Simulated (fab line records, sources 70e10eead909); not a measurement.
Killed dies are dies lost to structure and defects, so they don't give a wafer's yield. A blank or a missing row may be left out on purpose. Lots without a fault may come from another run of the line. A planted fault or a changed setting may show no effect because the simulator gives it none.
fab line records | flow nand_harc
record lots=15 wafers=45 last_day=34
route steps=1302 shown A_CHANNEL_HOLE_D1@479 A_CHANNEL_FILL_D1@501
lots that met no fault: from a run of the same line without faults
start_h: hours from the record's first day to the start of the lot's first wafer shown | wait_h: hours since the lot's step before | " the same as in the row above | L1.1+2: a row that stands for several wafers | - no value, or no start given | * or withheld: withheld | < > ~ a bound
route shown NAME@n: a module of which the file shows steps, and the number in the route of the first | usual: mean/standard deviation of fault-free wafers | same: alike in all rows | chamber/n: place in a boat | sites: the reading at each site | _std_site: their standard deviation | _edge_site: outer sites' mean less inner sites' | radius_mm: how far each site lies from the wafer's centre | mask NAME#n: copy n | behind: the tool/chamber that last shaped the wafer | hold: why the lot was held/for how many hours/how that ended | device: the transistor (n, p or np) that didn't switch | end of line: the same wafers' tests at the end of the route | a step without rows: its recipe alone | killed: dies lost to structure and defects at the first sort, not the wafer's yield | map: a wafer's dies, x killed, . not, _ none there
set.NAME: the setting as run; set.NAME@STEP: as run at that earlier step | model.NAME: the simulator's own value behind a step, which no gauge read
steps of the route over a sample of lots; a table a step, a row a wafer
services: from which hour (start_h, from the record's first day; less than 0 if before it) a tool's chamber was out of use, for how many hours, and why
## steps
# step NHARC_A_CHANNEL_HOLE_D1_ETCH_33
# recipe bias_v=400 source_w=2000 pressure_mtorr=25 time_s=90 ar_flow_sccm=375 c4f8_flow_sccm=41.7 o2_flow_sccm=83.3 temp_c=-20 target_depth_a=4000 chemistry=C4F8/O2/Ar
# usual drypump_motor_current_A=6.05/0.23 he_backside_leak_sccm=6.2/0.86 mfc_ar_sccm=375.2/0.89 showerhead_plenum_p_Torr=3.55/0.064 throttle_valve_pct=27.619/0.0096
# columns lot.wafer tool chamber start_h wait_h drypump_motor_current_A he_backside_leak_sccm mfc_ar_sccm rf_hours_counter_h showerhead_plenum_p_Torr throttle_valve_pct
L759.2 har_etch-01 0 190.94 0.2 6.18 5.1 375.8 96 3.67 27.626
L759.3 " 0 " " 6.25 5.1 376.1 - 3.67 27.616
L759.6 " 0 " " 6.20 5.1 375.4 - 3.67 27.615
L761.1 har_etch-02 1 208.27 0.2 5.81 7.1 374.0 301 3.52 27.614
L761.5 " 0 " " 5.71 7.2 374.5 - 3.55 27.608
L761.6 " 1 " " 5.85 6.5 375.0 - 3.52 27.609
L760.1 har_etch-01 1 209.12 0.2 6.19 5.3 374.8 103 3.54 27.612
L760.4 " 1 " " 6.22 5.4 375.1 - 3.54 27.613
L760.6 " 1 " " 6.26 5.5 375.0 - 3.54 27.622
L765.1 har_etch-01 0 243.94 0.2 6.24 5.4 374.5 127 3.65 27.613
L765.2 " 1 " " 6.27 5.6 375.0 127 3.53 27.620
L765.6 " 0 " " 6.23 5.5 375.5 - 3.65 27.625
L766.1 har_etch-01 0 261.48 0.2 6.24 5.1 376.0 138 3.65 27.616
L766.3 " 1 " " 6.22 5.7 374.4 - 3.52 27.637
L766.5 " 0 " " 6.24 5.4 375.3 - 3.65 27.606
L767.2 har_etch-02 1 266.94 0.2 5.78 6.9 374.0 339 3.50 27.641
L767.3 " 1 " " 5.79 6.8 374.6 - 3.50 27.622
L767.6 " 1 " " 5.79 6.9 375.1 - 3.50 27.614
L768.1 har_etch-02 0 271.14 0.2 5.70 7.2 376.0 343 3.52 27.619
L768.4 " 1 " " 5.83 6.6 376.2 - 3.50 27.612
L768.6 " 0 " " 5.69 6.9 375.6 - 3.52 27.620
L771.1 har_etch-01 0 317.04 0.2 6.24 5.2 375.8 165 3.63 27.619
L771.2 " 1 " " 6.22 5.8 374.9 165 3.51 27.623
L771.5 " 0 " " 6.23 5.4 374.4 - 3.63 27.640
L774.2 har_etch-02 0 330.32 0.2 5.71 7.4 374.0 377 3.51 27.599
L774.1 " 1 " " 5.75 7.1 374.9 377 3.48 27.620
L774.4 " 0 " " 5.72 7.7 374.4 - 3.51 27.614
L776.2 har_etch-01 1 360.39 0.2 6.25 5.8 374.8 192 3.49 27.613
L776.3 " 1 " " 6.23 5.6 375.5 - 3.49 27.632
L776.5 " 1 " " 6.23 5.6 373.5 - 3.49 27.637
L777.1 har_etch-02 0 362.53 0.2 5.72 7.9 376.2 396 3.50 27.636
L777.3 " 0 " " 5.70 7.7 376.3 - 3.50 27.613
L777.4 " 1 " " 5.78 7.1 375.3 - 3.47 27.614
L778.1 har_etch-02 1 373.52 0.2 5.81 7.2 375.4 400 3.47 27.617
L778.3 " 1 " " 5.81 6.9 374.3 - 3.47 27.615
L778.4 " 0 " " 5.71 7.9 375.6 - 3.49 27.614
L779.1 har_etch-01 1 388.70 0.2 6.27 6.4 373.8 211 3.48 27.609
L779.4 " 0 " " 6.19 5.5 375.4 - 3.61 27.604
L779.5 " 1 " " 6.24 6.2 374.5 - 3.48 27.627
L780.1 har_etch-01 0 400.58 0.2 6.25 5.6 375.1 222 3.60 27.617
L780.4 " 0 " " 6.23 5.8 375.8 - 3.60 27.626
L780.5 " 1 " " 6.25 5.9 374.0 - 3.47 27.622
L782.3 har_etch-01 0 421.05 0.2 6.20 8.1 376.0 - 3.60 27.627
L782.5 " 1 " " 6.25 6.0 375.4 - 3.47 27.611
L782.6 " 0 " " 6.21 5.9 377.0 - 3.60 27.606
# step NHARC_A_CHANNEL_HOLE_D1_CD_MEAS_30
# usual cd_nm=89.7/1.3
# columns lot.wafer tool chamber start_h wait_h cd_nm
L759.2 cd_sem-01 - 192.61 - 89.1
L759.3 " - " " 86.6
L759.6 " - " " 85.9
L761.1 cd_sem-01 - 210.24 - 90.3
L761.5 " - " " 89.3
L761.6 " - " " 88.8
L760.1 cd_sem-02 - 210.82 - 89.9
L760.4 " - " " 90.9
L760.6 " - " " 90.7
L765.1 cd_sem-02 - 245.48 - 91.0
L765.2 " - " " 87.5
L765.6 " - " " 88.7
L766.1 cd_sem-03 - 263.03 - 90.2
L766.3 " - " " 90.3
L766.5 " - " " 90.7
L767.2 cd_sem-02 - 268.48 - 89.7
L767.3 " - " " 90.1
L767.6 " - " " 91.3
L768.1 cd_sem-02 - 272.64 - 87.8
L768.4 " - " " 89.4
L768.6 " - " " 89.7
L771.1 cd_sem-03 - 318.74 - 89.7
L771.2 " - " " 91.5
L771.5 " - " " 91.0
L774.1 cd_sem-03 - 332.19 - 89.9
L774.2 " - " " 88.6
L774.4 " - " " 88.5
L776.2 cd_sem-01 - 361.90 - 89.5
L776.3 " - " " 90.2
L776.5 " - " " 89.5
L777.1 cd_sem-03 - 364.08 - 90.5
L777.3 " - " " 89.8
L777.4 " - " " 89.7
L778.1 cd_sem-02 - 375.05 - 87.7
L778.3 " - " " 89.3
L778.4 " - " " 90.7
L779.1 cd_sem-03 - 390.21 - 90.5
L779.4 " - " " 90.8
L779.5 " - " " 90.9
L780.1 cd_sem-03 - 402.12 0.1 89.1
L780.4 " - " " 90.0
L780.5 " - " " 89.7
L782.3 cd_sem-02 - 422.57 - 90.1
L782.5 " - " " 89.1
L782.6 " - " " 89.2
# step NHARC_A_CHANNEL_FILL_D1_STRIP_28
# recipe time_s=20 o2_flow_sccm=500 ar_flow_sccm=0 bias_w=0 chemistry=O2
# usual drypump_motor_current_A=6.0/0.59 mfc_ar_sccm=0.013/0.015 oes_product_au=0.997/0.0092 rf_vpp_V=57.9/0.92 showerhead_plenum_p_Torr=3.57/0.13 throttle_valve_pct=17.037/0.0098
# columns lot.wafer tool chamber start_h wait_h drypump_motor_current_A mfc_ar_sccm oes_product_au rf_hours_counter_h rf_vpp_V showerhead_plenum_p_Torr throttle_valve_pct
L759.3 rie_diel-01 0 218.63 0.1 5.8 0.011 0.986 0.2 57.0 3.36 17.032
L759.2 " 3 " " 5.6 0.020 1.000 0.1 57.5 3.65 17.056
L759.6 " 0 " " 5.9 0.011 0.995 - 57.9 3.36 17.030
L760.1 rie_diel-09 3 237.10 0.1 5.4 0.030 1.018 4.9 59.0 3.77 17.035
L760.4 " 1 " " 6.3 0 0.987 5.9 57.3 3.40 17.045
L760.6 " 2 " " 6.6 0 0.994 - 56.7 3.42 17.022
L761.1 rie_diel-13 3 237.12 0.1 6.1 0.033 1.006 3.5 58.2 3.59 17.037
L761.5 " 0 " " 6.3 0.044 1.004 - 57.1 3.51 17.027
L761.6 " 1 " " 4.9 0 1.005 - 59.6 3.66 17.050
L765.1 rie_diel-01 2 271.59 0.1 6.8 0 0.996 4.2 57.7 3.52 17.042
L765.2 " 0 " " 5.9 0.011 1.001 2.6 59.3 3.35 17.017
L765.6 " 2 " " 6.8 0 1.004 - 57.5 3.52 17.043
L766.1 rie_diel-13 0 291.86 0.1 6.3 0.044 1.006 7.9 57.3 3.51 17.032
L766.3 " 1 " " 4.9 0 0.999 6.9 57.3 3.66 17.050
L766.5 " 0 " " 6.3 0.044 0.994 - 56.4 3.51 17.056
L768.1 rie_diel-01 0 296.90 0.1 5.9 0.011 1.004 3.7 57.9 3.35 17.030
L768.4 " 2 " " 6.7 0 0.999 5.9 57.6 3.52 17.034
L768.6 " 0 " " 5.9 0.011 0.996 - 58.0 3.35 17.033
L767.2 rie_diel-13 1 296.90 0.1 4.8 0 0.999 7.3 58.9 3.66 17.032
L767.3 " 3 " " 6.1 0.033 1.022 7.8 57.1 3.59 17.042
L767.6 " 0 " " 6.3 0.044 1.008 - 59.2 3.51 17.033
L771.2 rie_diel-09 3 343.43 0.1 5.4 0.030 0.986 0.3 59.2 3.77 17.032
L771.1 " 0 " " 6.4 0.013 0.989 0.3 58.1 3.69 17.039
L771.5 " 0 " " 6.4 0.013 0.986 - 59.2 3.69 17.047
L774.4 rie_diel-13 0 356.17 0.1 6.3 0.044 1.008 0.1 57.6 3.50 17.034
L774.2 " 1 " " 4.8 0 0.991 0.1 59.1 3.66 17.044
L774.1 " 3 " " 6.1 0.033 1.014 0.0 57.3 3.59 17.026
L777.1 rie_diel-09 1 386.57 0.1 6.3 0 0.982 2.4 56.8 3.40 17.034
L777.3 " 2 " " 6.6 0 0.995 3.4 57.5 3.42 17.034
L777.4 " 3 " " 5.4 0.030 0.995 3.0 58.7 3.77 17.053
L776.3 rie_diel-13 3 386.63 0.1 6.1 0.033 1.005 2.4 58.2 3.58 17.026
L776.2 " 0 " " 6.3 0.044 0.998 2.4 57.4 3.50 17.028
L776.5 " 2 " " 6.5 0 1.006 - 58.2 3.54 17.019
L778.1 rie_diel-01 3 399.65 0.1 5.6 0.020 1.017 0.6 56.7 3.64 17.042
L778.3 " 0 " " 5.9 0.011 0.992 0.4 57.1 3.35 17.035
L778.4 " 1 " " 5.4 0 0.990 0.4 59.9 3.75 17.028
L779.4 rie_diel-13 1 415.00 0.1 4.9 0 0.984 4.2 58.4 3.65 17.028
L779.1 " 2 " " 6.5 0 1.005 3.6 58.1 3.54 17.035
L779.5 " 1 " " 4.9 0 0.987 - 58.1 3.65 17.034
L780.1 rie_diel-01 2 427.14 0.1 6.8 0 0.984 2.0 57.1 3.51 17.019
L780.4 " 3 " " 5.6 0.020 0.993 1.0 58.2 3.64 17.047
L780.5 " 2 " " 6.8 0 0.990 - 56.8 3.51 17.025
L782.3 rie_diel-13 3 447.27 0.1 6.1 0.033 1.016 4.5 56.3 3.58 17.033
L782.5 " 2 " " 6.5 0 0.998 - 57.9 3.54 17.064
L782.6 " 3 " " 6.1 0.033 1.008 - 58.4 3.58 17.029
# step NHARC_A_CHANNEL_FILL_D1_CVD_05
# recipe target_thk_a=50 temp_c=550 material=poly-Si
# usual spike_tc_bottom_C=572.5/1.5 spike_tc_centre_C=550.1/1 spike_tc_top_C=572/4.3 tube_center_temp_C=550/0.053 zone_power_centre_pct=7.21/0.19
# columns lot.wafer tool chamber start_h wait_h spike_tc_bottom_C spike_tc_centre_C spike_tc_top_C tube_center_temp_C zone_power_centre_pct
L759.2 lpcvd_poly-03 0 221.10 2.3 570.9 549.4 578 549.93 7.03
L759.3 " 0 " " 572.3 549.7 577 549.97 7.11
L759.6 " 0 " " 570.0 550.4 579 550.03 7.09
L760.1 lpcvd_poly-04 0 240.53 3.3 573.9 549.4 567 549.96 7.06
L760.4 " 0 " " 573.4 548.9 568 550.03 7.20
L760.6 " 0 " " 573.2 549.9 568 549.97 7.06
L761.1 lpcvd_poly-04 0 240.53 3.3 573.6 549.5 568 550.06 7.07
L761.5 " 0 " " 573.6 550.5 567 549.93 7.05
L761.6 " 0 " " 575.2 549.8 569 549.88 7.09
L765.1 lpcvd_poly-02 - 274.16 2.4 - - - - -
L765.2 " - " " - - - - -
L765.6 " - " " - - - - -
L766.1 lpcvd_poly-04 - 294.25 2.3 - - - - -
L766.3 " - " " - - - - -
L766.5 " - " " - - - - -
L767.2 lpcvd_poly-02 - 299.47 2.4 - - - - -
L767.3 " - " " - - - - -
L767.6 " - " " - - - - -
L768.1 lpcvd_poly-02 0 299.47 2.4 570.5 550.8 573 549.99 7.45
L768.4 " 0 " " 570.5 551.2 573 550.03 7.46
L768.6 " 0 " " 570.6 550.7 574 549.92 7.49
L771.1 lpcvd_poly-02 0 346.01 2.4 571.1 551.7 574 549.98 7.43
L771.2 " 0 " " 569.7 550.1 577 549.98 7.37
L771.5 " 0 " " 570.1 550.5 574 550.07 7.42
L774.1 lpcvd_poly-02 0 358.74 2.4 570.8 550.8 575 549.99 7.41
L774.2 " 0 " " 572.2 549.6 574 549.98 7.45
L774.4 " 0 " " 571.6 549.4 574 549.9 7.38
L776.2 lpcvd_poly-04 0 389.41 2.7 572.9 550.3 566 550.02 7.07
L776.3 " 0 " " 573.1 549.8 565 549.96 7.08
L776.5 " 0 " " 573.8 549.4 569 549.86 7.19
L777.1 lpcvd_poly-04 0 389.41 2.7 573.6 550.0 568 550.02 7.09
L777.3 " 0 " " 573.2 549.6 567 549.99 7.06
L777.4 " 0 " " 573.6 550.1 567 550.02 7.09
L778.1 lpcvd_poly-04 0 402.05 2.3 574.6 550.2 568 550 7.03
L778.3 " 0 " " 573.3 549.4 568 550.01 7.07
L778.4 " 0 " " 574.3 549.6 567 550.09 7.02
L779.1 lpcvd_poly-04 0 417.40 2.3 573.3 548.3 567 549.97 7.09
L779.4 " 0 " " 573.7 551.6 568 550.04 6.90
L779.5 " 0 " " 574.4 549.3 566 550.08 6.99
L780.1 lpcvd_poly-02 0 429.72 2.4 571.8 552.3 575 549.95 7.27
L780.4 " 0 " " 573.4 551.4 573 550.02 7.53
L780.5 " 0 " " 572.9 549.2 575 549.98 7.44
L782.3 lpcvd_poly-04 0 449.66 2.3 574.8 550.8 567 549.95 6.97
L782.5 " 0 " " 573.8 551.2 569 550.05 7.01
L782.6 " 0 " " 573.1 549.6 569 549.97 6.96
## services
# columns tool chamber start_h hours kind
rie_diel-09 3 172.76 7.4 repair
rie_diel-13 0 174.00 - clean
rie_diel-13 1 174.00 - clean
rie_diel-13 2 174.00 - clean
rie_diel-01 - 203.80 9.0 pm
lpcvd_poly-02 - 206.00 26.0 pm
rie_diel-13 - 219.85 0.7 repair
rie_diel-01 1 245.66 4.3 repair
rie_diel-13 2 246.43 11.5 repair
rie_diel-09 3 248.15 5.3 repair
rie_diel-13 3 259.19 2.5 repair
har_etch-01 - 284.24 5.7 repair
rie_diel-13 0 312.82 31.4 repair
rie_diel-01 2 318.71 13.5 repair
rie_diel-09 - 320.11 9.0 pm
rie_diel-09 1 331.51 15.8 repair
rie_diel-13 - 342.00 9.0 pm
rie_diel-13 0 357.28 3.9 repair
rie_diel-01 - 380.80 9.0 pm
har_etch-02 - 382.67 17.0 pm
lpcvd_poly-03 - 386.67 26.0 pm
rie_diel-13 2 390.01 2.6 repair
rie_diel-01 3 409.09 9.2 repair
rie_diel-09 - 418.10 1.8 repair
## key
first_sign step=NHARC_A_CHANNEL_FILL_D1_CVD_05 reading=tool_record direction=missing
effect none on later readings
met_at NHARC_A_CHANNEL_FILL_D1_CVD_05
struck_lots L765,L766,L767
later_rows_left_out L765.1,L765.2,L765.6,L766.1,L766.3,L766.5,L767.2,L767.3,L767.6
sort_left_out L765.1,L765.2,L765.6,L766.1,L766.3,L766.5,L767.2,L767.3,L767.6
tester_left_out L765,L766,L767
not_acting_at NHARC_A_CHANNEL_HOLE_D1_ETCH_33,NHARC_A_CHANNEL_HOLE_D1_CD_MEAS_30,NHARC_A_CHANNEL_FILL_D1_STRIP_28
onset_between 240.53 274.16
fault kind=skipped_step_whole tool=lpcvd_poly-02,lpcvd_poly-04 chamber=- onset_h=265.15 steps=NHARC_A_CHANNEL_FILL_D1_CVD_05 scope=struck_lots_only
# tester_left_out: of these lots the tester's yield and bins aren't shown, on N5 and GAA mostly nor the transistor test; their killed dies are dies lost to structure and defects alone, not to doping, threshold or leakage, so they don't give the yield
# sort_left_out: the simulated sort isn't trusted on such a fault, so these wafers' sort isn't shown, and their yield isn't known
# later_rows_left_out: the simulator's readings of these wafers behind a module that went badly wrong aren't trusted and aren't shown, but for the sort
